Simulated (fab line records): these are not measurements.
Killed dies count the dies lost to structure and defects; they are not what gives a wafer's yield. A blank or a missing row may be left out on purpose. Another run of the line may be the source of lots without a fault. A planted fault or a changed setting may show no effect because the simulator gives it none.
The tool behind it: which one? || flow n5_finfet || 9 lots with 27 wafers sampled at 7 steps, on a route of 1938 steps

## WHAT THE GAUGES SHOWED, per wafer
N5_WELL_APT_OVL_MEAS_09. Usual: NWELL_OVL typically reads 0 nm, with standard deviation 5.2.
{"lot": "L723", "measured": "day 1 19:43", "on": "overlay-01", "NWELL_OVL (nm)": "8 3 2", "flag": ""}
{"lot": "L725", "measured": "day 2 07:52", "on": "overlay-02", "NWELL_OVL (nm)": "1 3 -2", "flag": ""}
{"lot": "L729", "measured": "day 3 07:50", "on": "overlay-01", "NWELL_OVL (nm)": "0 -2 3", "flag": ""}
{"lot": "L730", "measured": "day 3 13:40", "on": "overlay-02", "NWELL_OVL (nm)": "-1 4 -4", "flag": ""}
{"lot": "L731", "measured": "day 3 19:43", "on": "overlay-02", "NWELL_OVL (nm)": "-6 0 2", "flag": ""}
{"lot": "L732", "measured": "day 4 01:50", "on": "overlay-01", "NWELL_OVL (nm)": "2 -6 8", "flag": ""}
{"lot": "L741", "measured": "day 6 07:43", "on": "overlay-01", "NWELL_OVL (nm)": "-10 5 -8", "flag": ""}
{"lot": "L742", "measured": "day 6 13:35", "on": "overlay-02", "NWELL_OVL (nm)": "-4 3 4", "flag": ""}
{"lot": "L744", "measured": "day 7 01:43", "on": "overlay-02", "NWELL_OVL (nm)": "3 4 2", "flag": ""}

N5_WELL_APT_INSPECT_38: inspects for defects (darkfield). Usual: raw_defect_count at 13, with a standard deviation of 5.
{"lot": "L723", "measured": "day 1 23:32", "on": "defect_inspect-01", "raw_defect_count": "11 14 4", "flag": ""}
{"lot": "L725", "measured": "day 2 11:06", "on": "defect_inspect-01", "raw_defect_count": "9 5 12", "flag": ""}
{"lot": "L729", "measured": "day 3 11:34", "on": "defect_inspect-02", "raw_defect_count": "448 516 442", "flag": "OFF"}
{"lot": "L730", "measured": "day 3 16:38", "on": "defect_inspect-02", "raw_defect_count": "14 13 20", "flag": ""}
{"lot": "L731", "measured": "day 3 23:22", "on": "defect_inspect-02", "raw_defect_count": "463 460 492", "flag": "OFF"}
{"lot": "L732", "measured": "day 4 05:29", "on": "defect_inspect-01", "raw_defect_count": "513 466 462", "flag": "OFF"}
{"lot": "L741", "measured": "day 6 10:35", "on": "defect_inspect-01", "raw_defect_count": "20 14 12", "flag": ""}
{"lot": "L742", "measured": "day 6 16:35", "on": "defect_inspect-02", "raw_defect_count": "12 11 10", "flag": ""}
{"lot": "L744", "measured": "day 7 05:15", "on": "defect_inspect-02", "raw_defect_count": "15 15 16", "flag": ""}

N5_PMOS_HMC_CHANNEL_EPI_INSPECT_11: inspects for defects (macro). Usual: raw_defect_count at 2.0, with a standard deviation of 1.3.
{"lot": "L723", "measured": "day 2 00:03", "on": "defect_inspect-01", "raw_defect_count": "1 5 6", "flag": ""}
{"lot": "L725", "measured": "day 2 11:35", "on": "defect_inspect-01", "raw_defect_count": "2 1 1", "flag": ""}
{"lot": "L729", "measured": "day 3 11:57", "on": "defect_inspect-01", "raw_defect_count": ">300 >300 >300", "flag": "OFF"}
{"lot": "L730", "measured": "day 3 17:00", "on": "defect_inspect-02", "raw_defect_count": "2 3 3", "flag": ""}
{"lot": "L731", "measured": "day 3 23:44", "on": "defect_inspect-01", "raw_defect_count": ">300 >300 >300", "flag": "OFF"}
{"lot": "L732", "measured": "day 4 05:59", "on": "defect_inspect-01", "raw_defect_count": ">300 >300 >300", "flag": "OFF"}
{"lot": "L741", "measured": "day 6 11:06", "on": "defect_inspect-02", "raw_defect_count": "1 4 3", "flag": ""}
{"lot": "L742", "measured": "day 6 17:05", "on": "defect_inspect-01", "raw_defect_count": "0 5 2", "flag": ""}
{"lot": "L744", "measured": "day 7 05:46", "on": "defect_inspect-01", "raw_defect_count": "2 1 3", "flag": ""}

N5_BEOL_M4_RC_MEAS_101. Usual: DIBL_N 36.0 mV/V, standard deviation 1.9; DIBL_P 35.6 mV/V, standard deviation 2.2; IOFF_N 0.15 nA/um, standard deviation 0.031; IOFF_P 0.19 nA/um, standard deviation 0.032; ION_N 668 uA/um, standard deviation 11; ION_P 455 uA/um, standard deviation 7.2; SS_N 71.5 mV/dec, standard deviation 0.65; SS_P 73.4 mV/dec, standard deviation 0.64; VT_N 251 mV, standard deviation 3.6; VT_P -253 mV, standard deviation 3.3.
{"lot": "L723", "measured": "day 9 01:53", "on": "prober-02", "DIBL_N (mV/V)": "35.0 35.1 36.2", "DIBL_P (mV/V)": "34.2 34.4 36.1", "IOFF_N (nA/um)": "0.11 0.12 0.13", "IOFF_P (nA/um)": "0.14 0.14 0.16", "ION_N (uA/um)": "661 658 669", "ION_P (uA/um)": "445 444 453", "SS_N (mV/dec)": "72.1 71.0 71.8", "SS_P (mV/dec)": "72.7 72.9 73.5", "VT_N (mV)": "258 254 252", "VT_P (mV)": "-259 -256 -258", "flag": ""}
{"lot": "L725", "measured": "day 10 10:39", "on": "prober-02", "DIBL_N (mV/V)": "38.1 36.1 35.0", "DIBL_P (mV/V)": "37.8 36.1 33.9", "IOFF_N (nA/um)": "0.20 0.16 0.15", "IOFF_P (nA/um)": "0.23 0.20 0.17", "ION_N (uA/um)": "685 676 665", "ION_P (uA/um)": "463 459 453", "SS_N (mV/dec)": "71.4 71.4 71.7", "SS_P (mV/dec)": "73.6 73.3 72.9", "VT_N (mV)": "241 251 251", "VT_P (mV)": "-249 -253 -254", "flag": ""}
{"lot": "L729", "measured": "day 11 06:08", "on": "prober-01", "DIBL_N (mV/V)": "35.6 35.2 37.1", "DIBL_P (mV/V)": "33.8 34.4 36.4", "IOFF_N (nA/um)": "0.12 0.12 0.16", "IOFF_P (nA/um)": "0.16 0.16 0.20", "ION_N (uA/um)": "663 653 662", "ION_P (uA/um)": "451 453 452", "SS_N (mV/dec)": "71.1 70.9 71.8", "SS_P (mV/dec)": "72.4 73.9 73.0", "VT_N (mV)": "253 254 251", "VT_P (mV)": "-256 -254 -253", "flag": ""}
{"lot": "L730", "measured": "day 11 08:01", "on": "prober-02", "DIBL_N (mV/V)": "34.0 34.2 32.9", "DIBL_P (mV/V)": "33.2 32.6 32.8", "IOFF_N (nA/um)": "0.12 0.12 0.11", "IOFF_P (nA/um)": "0.19 0.17 0.17", "ION_N (uA/um)": "650 660 665", "ION_P (uA/um)": "452 453 458", "SS_N (mV/dec)": "71.2 71.1 71.4", "SS_P (mV/dec)": "72.7 72.7 72.7", "VT_N (mV)": "255 257 254", "VT_P (mV)": "-251 -255 -254", "flag": ""}
{"lot": "L731", "measured": "day 12 13:13", "on": "prober-02", "DIBL_N (mV/V)": "33.7 35.4 32.5", "DIBL_P (mV/V)": "33.8 35.8 33.3", "IOFF_N (nA/um)": "0.13 0.15 0.12", "IOFF_P (nA/um)": "0.17 0.20 0.17", "ION_N (uA/um)": "657 668 651", "ION_P (uA/um)": "458 461 450", "SS_N (mV/dec)": "71.4 71.9 71.5", "SS_P (mV/dec)": "72.4 73.1 72.8", "VT_N (mV)": "254 248 256", "VT_P (mV)": "-252 -252 -252", "flag": ""}
{"lot": "L732", "measured": "day 13 00:28", "on": "prober-01", "DIBL_N (mV/V)": "33.1 33.8 32.3", "DIBL_P (mV/V)": "33.0 33.7 31.0", "IOFF_N (nA/um)": "0.11 0.12 0.10", "IOFF_P (nA/um)": "0.17 0.17 0.14", "ION_N (uA/um)": "663 661 658", "ION_P (uA/um)": "455 454 449", "SS_N (mV/dec)": "70.5 71.3 70.5", "SS_P (mV/dec)": "72.5 73.3 73.1", "VT_N (mV)": "251 250 255", "VT_P (mV)": "-254 -253 -256", "flag": ""}
{"lot": "L741", "measured": "day 14 19:54", "on": "prober-01", "DIBL_N (mV/V)": "37.3 36.7 38.7", "DIBL_P (mV/V)": "36.5 35.3 39.4", "IOFF_N (nA/um)": "0.17 0.15 0.21", "IOFF_P (nA/um)": "0.20 0.18 0.25", "ION_N (uA/um)": "679 665 686", "ION_P (uA/um)": "457 451 462", "SS_N (mV/dec)": "71.4 72.2 72.4", "SS_P (mV/dec)": "73.6 72.7 73.9", "VT_N (mV)": "247 250 243", "VT_P (mV)": "-251 -253 -251", "flag": ""}
{"lot": "L742", "measured": "day 14 10:26", "on": "prober-02", "DIBL_N (mV/V)": "35.0 35.7 36.2", "DIBL_P (mV/V)": "34.7 34.8 35.4", "IOFF_N (nA/um)": "0.14 0.15 0.14", "IOFF_P (nA/um)": "0.19 0.18 0.19", "ION_N (uA/um)": "672 666 658", "ION_P (uA/um)": "460 452 449", "SS_N (mV/dec)": "71.3 72.6 71.9", "SS_P (mV/dec)": "73.9 74.2 73.3", "VT_N (mV)": "254 251 256", "VT_P (mV)": "-254 -253 -252", "flag": ""}
{"lot": "L744", "measured": "day 14 21:43", "on": "prober-02", "DIBL_N (mV/V)": "33.1 34.7 34.6", "DIBL_P (mV/V)": "33.5 35.8 37.0", "IOFF_N (nA/um)": "0.11 0.13 0.14", "IOFF_P (nA/um)": "0.13 0.16 0.17", "ION_N (uA/um)": "662 666 665", "ION_P (uA/um)": "444 443 449", "SS_N (mV/dec)": "70.6 71.6 71.9", "SS_P (mV/dec)": "72.9 73.6 74.3", "VT_N (mV)": "259 255 252", "VT_P (mV)": "-262 -262 -259", "flag": ""}

## WHAT TOOL EACH LOT RAN ON (gives the tool, then ch and the chambers of the sampled wafers, and finally the start)
{"lot": "L723", "N5_ZERO_LAYER_ETCH_18": "rie_si-01 ch 0,1,2, day 1 18:55", "N5_WELL_APT_DESCUM_13": "rie_diel-01 ch 1,2, day 1 20:07", "N5_WELL_APT_STRIP_33": "wet_bench-06 ch 2,6,7, day 1 21:53"}
{"lot": "L725", "N5_ZERO_LAYER_ETCH_18": "rie_si-01 ch 1,2,3, day 2 07:04", "N5_WELL_APT_DESCUM_13": "rie_diel-04 ch 0,3, day 2 07:55", "N5_WELL_APT_STRIP_33": "wet_bench-05 ch 1,3,5, day 2 09:57"}
{"lot": "L729", "N5_ZERO_LAYER_ETCH_18": "rie_si-01 ch 0,1,3, day 3 06:55", "N5_WELL_APT_DESCUM_13": "rie_diel-04 ch 0,1,3, day 3 07:57", "N5_WELL_APT_STRIP_33": "wet_bench-05 ch 5,6,7, day 3 09:59"}
{"lot": "L730", "N5_ZERO_LAYER_ETCH_18": "rie_si-01 ch 0,3, day 3 12:52", "N5_WELL_APT_DESCUM_13": "rie_diel-01 ch 1,2, day 3 13:43", "N5_WELL_APT_STRIP_33": "wet_bench-06 ch 3,4,6, day 3 15:29"}
{"lot": "L731", "N5_ZERO_LAYER_ETCH_18": "rie_si-05 ch 0,1,3, day 3 18:55", "N5_WELL_APT_DESCUM_13": "rie_diel-01 ch 0,1,2, day 3 19:46", "N5_WELL_APT_STRIP_33": "wet_bench-05 ch 2,4,6, day 3 21:24"}
{"lot": "L732", "N5_ZERO_LAYER_ETCH_18": "rie_si-02 ch 0,1, day 4 00:47", "N5_WELL_APT_DESCUM_13": "rie_diel-04 ch 0,3, day 4 02:20", "N5_WELL_APT_STRIP_33": "wet_bench-05 ch 1,2,7, day 4 04:04"}
{"lot": "L741", "N5_ZERO_LAYER_ETCH_18": "rie_si-01 ch 0,1,3, day 6 06:55", "N5_WELL_APT_DESCUM_13": "rie_diel-01 ch 0,1,3, day 6 07:46", "N5_WELL_APT_STRIP_33": "wet_bench-06 ch 0,3,5, day 6 09:24"}
{"lot": "L742", "N5_ZERO_LAYER_ETCH_18": "rie_si-02 ch 1,2, day 6 12:47", "N5_WELL_APT_DESCUM_13": "rie_diel-06 ch 2,3, day 6 13:39", "N5_WELL_APT_STRIP_33": "wet_bench-06 ch 0,6,7, day 6 15:24"}
{"lot": "L744", "N5_ZERO_LAYER_ETCH_18": "rie_si-01 ch 0,1,3, day 7 00:47", "N5_WELL_APT_DESCUM_13": "rie_diel-04 ch 0,2, day 7 01:46", "N5_WELL_APT_STRIP_33": "wet_bench-05 ch 1,3,4, day 7 03:36"}
- N5_ZERO_LAYER_ETCH_18: etches Si in HBr/Cl2, target depth 120 nm, time 40 s.
- N5_WELL_APT_DESCUM_13: chemistry O2, time 7.9 s.
- N5_WELL_APT_STRIP_33: strips in SPM, time 900 s.

## WHAT THE TOOLS THEMSELVES READ (means of the sampled wafers that have a number; where no wafer has one, the mark that the record gives instead)
N5_ZERO_LAYER_ETCH_18. Usual: drypump_motor_current_A 5.6 A, standard deviation 0.42; oes_product_au 1.007 a.u., standard deviation 0.021; throttle_valve_pct 36.2 %, standard deviation 0.33.
{"lot": "L723", "tool": "rie_si-01", "drypump_motor_current_A (A)": 5.5, "oes_product_au (a.u.)": 0.994, "throttle_valve_pct (%)": 36.3, "flag": ""}
{"lot": "L725", "tool": "rie_si-01", "drypump_motor_current_A (A)": 5.3, "oes_product_au (a.u.)": 1.018, "throttle_valve_pct (%)": 36.1, "flag": ""}
{"lot": "L729", "tool": "rie_si-01", "drypump_motor_current_A (A)": 5.8, "oes_product_au (a.u.)": 0.998, "throttle_valve_pct (%)": 36.2, "flag": ""}
{"lot": "L730", "tool": "rie_si-01", "drypump_motor_current_A (A)": 5.9, "oes_product_au (a.u.)": 0.983, "throttle_valve_pct (%)": 36.2, "flag": ""}
{"lot": "L731", "tool": "rie_si-05", "drypump_motor_current_A (A)": 5.6, "oes_product_au (a.u.)": 1.010, "throttle_valve_pct (%)": 36.3, "flag": ""}
{"lot": "L732", "tool": "rie_si-02", "drypump_motor_current_A (A)": 5.5, "oes_product_au (a.u.)": 1.019, "throttle_valve_pct (%)": 36.3, "flag": ""}
{"lot": "L741", "tool": "rie_si-01", "drypump_motor_current_A (A)": 5.8, "oes_product_au (a.u.)": 0.995, "throttle_valve_pct (%)": 36.2, "flag": ""}
{"lot": "L742", "tool": "rie_si-02", "drypump_motor_current_A (A)": 5.6, "oes_product_au (a.u.)": 1.023, "throttle_valve_pct (%)": 35.9, "flag": ""}
{"lot": "L744", "tool": "rie_si-01", "drypump_motor_current_A (A)": 5.8, "oes_product_au (a.u.)": 0.996, "throttle_valve_pct (%)": 36.2, "flag": ""}

N5_WELL_APT_DESCUM_13. Usual: drypump_motor_current_A 5.7 A, standard deviation 0.37; oes_product_au 0.76 a.u., standard deviation 0.09; rf_vpp_V 243.8 V, standard deviation 1.3; showerhead_plenum_p_Torr 2.14 Torr, standard deviation 0.068; throttle_valve_pct 20.41 %, standard deviation 0.25.
{"lot": "L723", "tool": "rie_diel-01", "drypump_motor_current_A (A)": 5.7, "oes_product_au (a.u.)": 0.88, "rf_vpp_V (V)": 244.4, "showerhead_plenum_p_Torr (Torr)": 2.21, "throttle_valve_pct (%)": 20.14, "flag": ""}
{"lot": "L725", "tool": "rie_diel-04", "drypump_motor_current_A (A)": 5.9, "oes_product_au (a.u.)": 0.70, "rf_vpp_V (V)": 244.7, "showerhead_plenum_p_Torr (Torr)": 2.17, "throttle_valve_pct (%)": 20.43, "flag": ""}
{"lot": "L729", "tool": "rie_diel-04", "drypump_motor_current_A (A)": 6.0, "oes_product_au (a.u.)": 0.71, "rf_vpp_V (V)": 244.9, "showerhead_plenum_p_Torr (Torr)": 2.18, "throttle_valve_pct (%)": 20.58, "flag": ""}
{"lot": "L730", "tool": "rie_diel-01", "drypump_motor_current_A (A)": 5.7, "oes_product_au (a.u.)": 0.85, "rf_vpp_V (V)": 245.2, "showerhead_plenum_p_Torr (Torr)": 2.20, "throttle_valve_pct (%)": 20.16, "flag": ""}
{"lot": "L731", "tool": "rie_diel-01", "drypump_motor_current_A (A)": 5.7, "oes_product_au (a.u.)": 0.77, "rf_vpp_V (V)": 243.8, "showerhead_plenum_p_Torr (Torr)": 2.12, "throttle_valve_pct (%)": 20.22, "flag": ""}
{"lot": "L732", "tool": "rie_diel-04", "drypump_motor_current_A (A)": 5.7, "oes_product_au (a.u.)": 0.69, "rf_vpp_V (V)": 244.6, "showerhead_plenum_p_Torr (Torr)": 2.18, "throttle_valve_pct (%)": 20.49, "flag": ""}
{"lot": "L741", "tool": "rie_diel-01", "drypump_motor_current_A (A)": 5.5, "oes_product_au (a.u.)": 0.87, "rf_vpp_V (V)": 244.4, "showerhead_plenum_p_Torr (Torr)": 2.18, "throttle_valve_pct (%)": 20.16, "flag": ""}
{"lot": "L742", "tool": "rie_diel-06", "drypump_motor_current_A (A)": 5.4, "oes_product_au (a.u.)": 0.69, "rf_vpp_V (V)": 243.5, "showerhead_plenum_p_Torr (Torr)": 2.10, "throttle_valve_pct (%)": 20.29, "flag": ""}
{"lot": "L744", "tool": "rie_diel-04", "drypump_motor_current_A (A)": 6.0, "oes_product_au (a.u.)": 0.81, "rf_vpp_V (V)": 242.9, "showerhead_plenum_p_Torr (Torr)": 2.11, "throttle_valve_pct (%)": 20.39, "flag": ""}

## THE ANSWER, worked out from the rows above alone
Rule: lot off if the mean of its wafers having a number is beyond 3 standard deviations from the usual mean. Also off: a lot with no number at a reading for which 4 or more lots have one. Any other lot the step has rows for is counted as sound. After the gauges, taken in route order, come the tools' own readings; for these a lot's mean is taken, as printed above. The first step at which some lot is off is used, and at that step the reading that is off furthest; a lot without a number counts as furthest.
Off, at N5_WELL_APT_INSPECT_38 on raw_defect_count: L729, L731, L732.
If a tool, at a process step before that reading, ran all the lots that are off and no sound lot after the first of them, it fits. Gauges at N5_WELL_APT_INSPECT_38: tried the same way as those tools. Not one of the candidates tried fits.

## WHAT THE SIMULATOR HAD INSERTED
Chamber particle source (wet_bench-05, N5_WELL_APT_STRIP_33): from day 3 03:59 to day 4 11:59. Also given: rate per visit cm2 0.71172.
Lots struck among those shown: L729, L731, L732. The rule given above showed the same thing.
